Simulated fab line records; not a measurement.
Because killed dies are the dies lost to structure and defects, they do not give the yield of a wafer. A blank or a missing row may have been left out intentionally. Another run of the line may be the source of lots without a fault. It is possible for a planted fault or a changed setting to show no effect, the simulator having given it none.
A lot that was struck, set against a sound lot ; flow nandHarc ; 12 out of 1302 route steps
Sound: wafers L215.1, L215.2, L215.4. Wafers L216.1, L216.3, L216.6 were the ones struck. The cause is named last.
Order at every step that has rows: each side's tool, ch and its chambers, its first start. Under that, the readings that differ: sound wafers ; struck wafers ; difference of the means ; sigmas: that difference in standard deviations of wafers without a fault.
alike: readings with means less than 2 such deviations apart, plus words and numbers identical on both sides. not compared: withheld readings, readings lacking a value on some wafer, bounds such as >300 that could conceal the same value, and numbers that have no deviation in the record and whose values overlap.
A row with sigmas, a row that says differs or no value, or rows on one side alone: a step with any of these is where the two part. When numbers do not overlap yet have no deviation, they are printed without sigmas and do not part them. A reading that every wafer of one side lacks parts them only if that side has two wafers or more.

first, 1 step without rows for these wafers: NHARC_A_CHANNEL_FILL_D2_ANNEAL_22 (time 7200 s).
NHARC_A_CHANNEL_FILL_D2_THK_MEAS_06: measures by ellipsometry.
  sound on filmMetro-01, day 21 17:11; struck on filmMetro-01, day 21 00:06
  alike: thkNm
NHARC_A_CHANNEL_FILL_D2_ALD_25: deposits SiOx, target thk 60 nm, pulse time 10 s, ald cycles 600.
  sound on aldHk-03 ch 0,1,2, day 21 17:35; struck on aldHk-03 ch 0,1, day 21 00:09
  alike: heaterPowerW, precursorPulseHeightRel
NHARC_A_CHANNEL_FILL_D2_ETCHBACK_08: etches the open film in C4F8, target depth 220 nm, time 110 s.
  sound on rieDiel-05 ch 0,1,2; struck on rieDiel-02 ch 0,1
  alike: chamberPressureMTorr, oesProductAu, rfVppV
  not compared: rfHoursCounterH
NHARC_A_CHANNEL_FILL_D2_STRIP_29: strips in O2, time 20 s.
  sound on rieDiel-05 ch 0,1,2; struck on rieDiel-02 ch 1,2,3
  alike: chamberPressureMTorr, drypumpMotorCurrentA, oesProductAu, rfVppV, showerheadPlenumPTorr, throttleValvePct
  not compared: rfHoursCounterH
then, 3 steps without rows for these wafers: NHARC_A_CHANNEL_FILL_D2_PRECLEAN_30 (cleans in dHF, time 30 s); NHARC_A_CHANNEL_FILL_D2_SRD_31; NHARC_A_CHANNEL_FILL_D2_CVD_09 (deposits poly-Si, target thk 150 nm, time 3000 s).
NHARC_A_CHANNEL_FILL_D2_CMP_10: polishes, target thk 150 nm.
  sound on cmp-01 ch 0,1,2, day 22 04:37; struck on cmp-04 ch 0,1, day 21 11:37
  alike: motorCurrentA, slurryFlowMlMin, timeToEndpointS
next, for these wafers, 1 step has no rows: NHARC_A_CHANNEL_FILL_D2_SRD_12.
NHARC_A_CHANNEL_FILL_D2_RTA_24: time 5 s.
  struck on rtpAnneal-01, day 21 12:02; sound on rtpAnneal-01 ch 0, day 22 05:02
  no value came back on the struck wafers for annealTempCMax, lampPowerPct (%), lamp_zone_1_pct (%), wafer_temp_C_max; on the sound wafers annealTempCMax reads 1005.9 1006.8 1005.4
NHARC_A_CHANNEL_FILL_D2_INSPECT_13:
  sound on defectInspect-02, day 22 05:13; struck on defectInspect-01, day 21 12:14
reading;sound;struck;difference;sigmas
rawDefectCount;776 596 571;409 318 372;-281;-2

WHERE THEY PART
At NHARC_A_CHANNEL_FILL_D2_RTA_24 first; at NHARC_A_CHANNEL_FILL_D2_INSPECT_13 last (within this record only).

WHY: what had been put in by the simulator
Entire step skipped (rtpAnneal-01, NHARC_A_CHANNEL_FILL_D2_RTA_24), from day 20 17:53 onward. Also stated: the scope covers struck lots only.
